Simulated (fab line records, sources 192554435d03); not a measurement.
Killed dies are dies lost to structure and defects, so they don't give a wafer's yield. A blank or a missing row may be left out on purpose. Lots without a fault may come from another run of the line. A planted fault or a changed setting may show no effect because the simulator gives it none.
A struck lot beside a sound one | flow n5_finfet | 39 steps out of a route of 1938
Sound: wafers L447.1, L447.2, L447.6. Struck: wafer L448.4. (L448.5, L448.6 of the same lot were not struck and are left out.) The cause comes at the end.
At each step with rows: each side's tool, then ch and its chambers, then its first start. Under that, the readings that differ: sound wafers | struck wafers | difference of the means | sigmas: that difference in standard deviations of wafers without a fault.
alike: readings whose means differ by less than 2 such deviations, and words and numbers that are the same on both sides. not compared: withheld readings, readings that some wafer has no value for, bounds like >300 that may hide the same value, and numbers for which the record gives no deviation and whose values overlap.
The two part at a step that has a row with sigmas, a row that says differs or no value, or rows on one side only. Numbers that don't overlap but have no deviation are shown without sigmas and don't part them. A reading that every wafer of one side lacks parts them only if that side has two wafers or more.

first, 9 steps without rows for these wafers: N5_MOL_CONTACT_COAG_SPUTTER_130 (material Co, target thk 47.5 nm); N5_MOL_CONTACT_COAG_PRECLEAN_125 (cleans in DIW, time 57.5 s); N5_MOL_CONTACT_COAG_SRD_126 (dry time 32 s); N5_MOL_CONTACT_COAG_CMP_23 (polishes, stops on SiO2, t overpolish 1.5 s, target thk 0 nm); N5_MOL_CONTACT_COAG_WET_ETCH_26 (target Co, target depth 13 nm); N5_MOL_CONTACT_COAG_WET_ETCH_116 (etches the open film in SC1-inhibited, target depth 4.6 nm, rinse time 30 s); N5_MOL_CONTACT_COAG_ALD_27 (deposits SiOC, target thk 17 nm, pulse time 1.5 s, time 2720 s); N5_MOL_CONTACT_COAG_CMP_28 (polishes, stops on SiNx, t overpolish 0.85 s, target thk 14.522 nm); N5_MOL_CONTACT_COAG_ALD_123 (deposits SiNx, target thk 5 nm, pulse time 1 s, purge time 2 s).
N5_MOL_CONTACT_COAG_PECVD_31: deposits SiO2 from TEOS/O2, target thk 46 nm, time 8.9 s.
  sound on pecvd-04 ch 0,1,2, day 9 12:04; struck on pecvd-04 ch 0, day 9 14:23
  reading                                             | sound                | struck | difference | sigmas
  susceptor_temp_C (C)                                | 399.73 400.32 400.34 | 415.07 | +14.94     | +68
  model.SiO2_of_MOL_CONTACT_COAG_PECVD_31.thk_nm (nm) | 46.2 45.8 46         | 42.6   | -3.4       |
then, 19 steps without rows for these wafers: N5_MOL_CONTACT_COAG_COAT_75 (time 60 s, resist thk 60 nm); N5_MOL_CONTACT_COAG_COAT_76 (time 60 s, resist thk 10 nm); N5_MOL_CONTACT_COAG_COAT_77 (time 60 s, resist thk 10 nm); N5_MOL_CONTACT_COAG_COAT_78 (resist thk 40 nm); N5_MOL_CONTACT_COAG_EBR_80; N5_MOL_CONTACT_COAG_SOFTBAKE_79 (time 60 s); N5_MOL_CONTACT_COAG_EXPOSE_81 (exposes mask VG, defocus 0 nm); N5_MOL_CONTACT_COAG_PEB_82 (peb time 60 s); N5_MOL_CONTACT_COAG_DEVELOP_83 (develop time 30 s); N5_MOL_CONTACT_COAG_DESCUM_88 (chemistry O2, time 7 s); N5_MOL_CONTACT_COAG_ETCH_89 (etches underlayer in N2/H2, target depth 13 nm, time 10.4 s); N5_MOL_CONTACT_COAG_ETCH_90 (etches SiARC in CF4, target depth 13 nm, time 21.7 s); N5_MOL_CONTACT_COAG_ALD_131 (deposits SiO2, target thk 5 nm, pulse time 1 s, co reactant pulse time 1 s); N5_MOL_CONTACT_COAG_ETCHBACK_132 (etches SiO2 in CHF3, target depth 10 nm, time 6.7 s); N5_MOL_CONTACT_COAG_ETCH_91 (etches SOC in N2/H2, target depth 60 nm, overetch 21 nm, time 101.2 s); N5_MOL_CONTACT_COAG_STRIP_92 (strips in N2/H2); N5_MOL_CONTACT_COAG_STRIP_93 (strips in N2/H2); N5_MOL_CONTACT_COAG_ETCHBACK_135 (etches SiO2 in CHF3, target depth 25 nm, time 16.7 s); N5_MOL_CONTACT_COAG_STRIP_118 (strips in CHF3).
N5_MOL_CONTACT_COAG_VIA_ETCH_46: etches SiO2 in C4F6/O2, target depth 46 nm, overetch 9.2 nm, time 40 s.
  sound on rie_diel-02 ch 0,2, day 9 13:26; struck on rie_diel-06 ch 0, day 9 15:49
  reading                  | sound             | struck | difference | sigmas
  model.etch.depth_nm (nm) | 46.19 45.74 45.96 | 42.56  | -3.40      |
  alike: chamber_pressure_mTorr, drypump_motor_current_A, mfc_ar_sccm, oes_product_au, rf_vpp_V, showerhead_plenum_p_Torr, throttle_valve_pct
  not compared: rf_hours_counter_h
then, 5 steps without rows for these wafers: N5_MOL_CONTACT_COAG_STRIP_96 (strips in N2/H2); N5_MOL_CONTACT_COAG_ETCH_47 (etches SiNx in CH3F/O2, stops on W, target depth 27 nm); N5_MOL_CONTACT_COAG_STRIP_119 (strips in N2/H2, time 30 s); N5_MOL_CONTACT_COAG_PRECLEAN_144 (cleans in alkaline clean, time 60 s); N5_MOL_CONTACT_COAG_SRD_145 (time 30 s).
N5_MOL_CONTACT_COAG_CMP_52: polishes, stops on SiO2, t overpolish 1.5 s, target thk 66.5 nm.
  sound on cmp-02 ch 0,1,2, day 9 16:25; struck on cmp-04 ch 2, day 9 18:05
  reading                                             | sound        | struck | difference | sigmas
  model.SiO2_of_MOL_CONTACT_COAG_PECVD_31.thk_nm (nm) | 44.2 43.8 44 | 40.6   | -3.4       |
  alike: motor_current_A, slurry_filter_dp_kPa
N5_MOL_CONTACT_COAG_THK_MEAS_53:
  sound on film_metro-01, day 9 16:40; struck on film_metro-01, day 9 18:23
  reading          | sound          | struck | difference | sigmas
  VIA_MOL_THK (nm) | 44.2 43.8 43.9 | 40.5   | -3.5       | -5
-- the record jumps here: 3 days lie between the struck wafers' starts before and after (it left off in module MOL_CONTACT_COAG and takes up again in module BEOL_M4, whose first step shown is number 1111 of the route) --
N5_BEOL_M4_RC_MEAS_101:
  sound on prober-02 ch 0, day 12 15:31; struck on prober-01 ch 0, day 12 21:39
  alike: DIBL_N, DIBL_P, IOFF_N, IOFF_P, ION_N, ION_P, SS_N, SS_P, VT_N, VT_P
-- the record jumps here: 4 days lie between the struck wafers' starts before and after (it left off in module BEOL_M4 and takes up again in module PASSIVATION, whose first step shown is number 1936 of the route) --
N5_PASSIVATION_PROBE_49:
  sound on prober-02, day 16 21:29; struck on prober-02, day 17 04:32
  alike: defect_limited_yield, killed_at_M0_to_M3, killed_at_M4_up, killed_at_contacts, killed_at_front_end, killed_at_other, killed_dies, killed_on_rim, killed_open, killed_short, sort_bin_5_function, sort_bin_6_memory, sort_n_pass, sort_yield_pct

WHERE THEY PART
First at N5_MOL_CONTACT_COAG_PECVD_31; last, within this record, at N5_MOL_CONTACT_COAG_THK_MEAS_53. Later steps at which nothing parts them and some readings are alike: N5_BEOL_M4_RC_MEAS_101, N5_PASSIVATION_PROBE_49.

WHY: what the simulator had put in
Process parameter drift: pecvd-04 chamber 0, from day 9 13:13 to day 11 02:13, at N5_MOL_CONTACT_COAG_PECVD_31. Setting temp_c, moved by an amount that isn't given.
